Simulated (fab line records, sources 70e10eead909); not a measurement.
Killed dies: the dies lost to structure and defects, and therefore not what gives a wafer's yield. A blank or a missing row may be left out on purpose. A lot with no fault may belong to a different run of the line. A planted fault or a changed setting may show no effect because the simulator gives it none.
Matching of chambers / flow nand-harc / NHARC_A_WL_FILL_ALD_19 on ald-metal-03 has 4 sister chambers
The step deposits TiN, target thk 2 nm, pulse time 3 s, ald cycles 100. 8 wafers are shown with their chamber, then 8 later ones without.

WAFERS, EACH WITH ITS CHAMBER
wafer=L080.5; chamber=2; heater-power-w (W)=1227; precursor-pulse-height-rel=1.030
wafer=L084.1; chamber=0; heater-power-w (W)=1426; precursor-pulse-height-rel=1.002
wafer=L084.2; chamber=1; heater-power-w (W)=1318; precursor-pulse-height-rel=1.000
wafer=L084.3; chamber=2; heater-power-w (W)=1142; precursor-pulse-height-rel=1.001
wafer=L085.1; chamber=1; heater-power-w (W)=1288; precursor-pulse-height-rel=1.009
wafer=L085.3; chamber=3; heater-power-w (W)=1154; precursor-pulse-height-rel=1.005
wafer=L085.6; chamber=3; heater-power-w (W)=1150; precursor-pulse-height-rel=0.978
wafer=L087.1; chamber=0; heater-power-w (W)=1429; precursor-pulse-height-rel=1.011

WAFERS WITH NO CHAMBER GIVEN
wafer=L087.2; heater-power-w (W)=1131; precursor-pulse-height-rel=0.986
wafer=L087.6; heater-power-w (W)=1312; precursor-pulse-height-rel=1.012
wafer=L090.1; heater-power-w (W)=1286; precursor-pulse-height-rel=1.010
wafer=L090.2; heater-power-w (W)=1418; precursor-pulse-height-rel=1.009
wafer=L090.3; heater-power-w (W)=1169; precursor-pulse-height-rel=0.992
wafer=L092.1; heater-power-w (W)=1314; precursor-pulse-height-rel=1.010
wafer=L092.3; heater-power-w (W)=1164; precursor-pulse-height-rel=1.042
wafer=L092.5; heater-power-w (W)=1313; precursor-pulse-height-rel=0.963

CHAMBER TAKEN BY EACH
wafer=L087.2; from the rows above=can't be placed: 3 or 2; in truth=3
wafer=L087.6; from the rows above=1; in truth=1
wafer=L090.1; from the rows above=1; in truth=1
wafer=L090.2; from the rows above=0; in truth=0
wafer=L090.3; from the rows above=can't be placed: 3 or 2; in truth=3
wafer=L092.1; from the rows above=1; in truth=1
wafer=L092.3; from the rows above=can't be placed: 2 or 3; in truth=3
wafer=L092.5; from the rows above=can't be placed: 1 or 0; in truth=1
Correct placement for 4 of the 8. Unplaceable from these rows: 4, with the true chamber sitting among the candidates in 4. Wrongly placed: 0.
How it was worked out, from the rows above alone: a wafer's distance from a chamber is the root of the sum, over the readings, of the square of ((its reading less the chamber's mean) divided by the reading's scatter). If the next closest chamber is less than 2 further off than the closest, the wafer can't be placed; otherwise it belongs to the closest. For every chamber, the mean is computed from those of its wafers that are shown. The scatter is the square root of a quotient: the sum, over the shown wafers, of each reading's squared deviation from its chamber's mean, divided by wafers minus chambers.
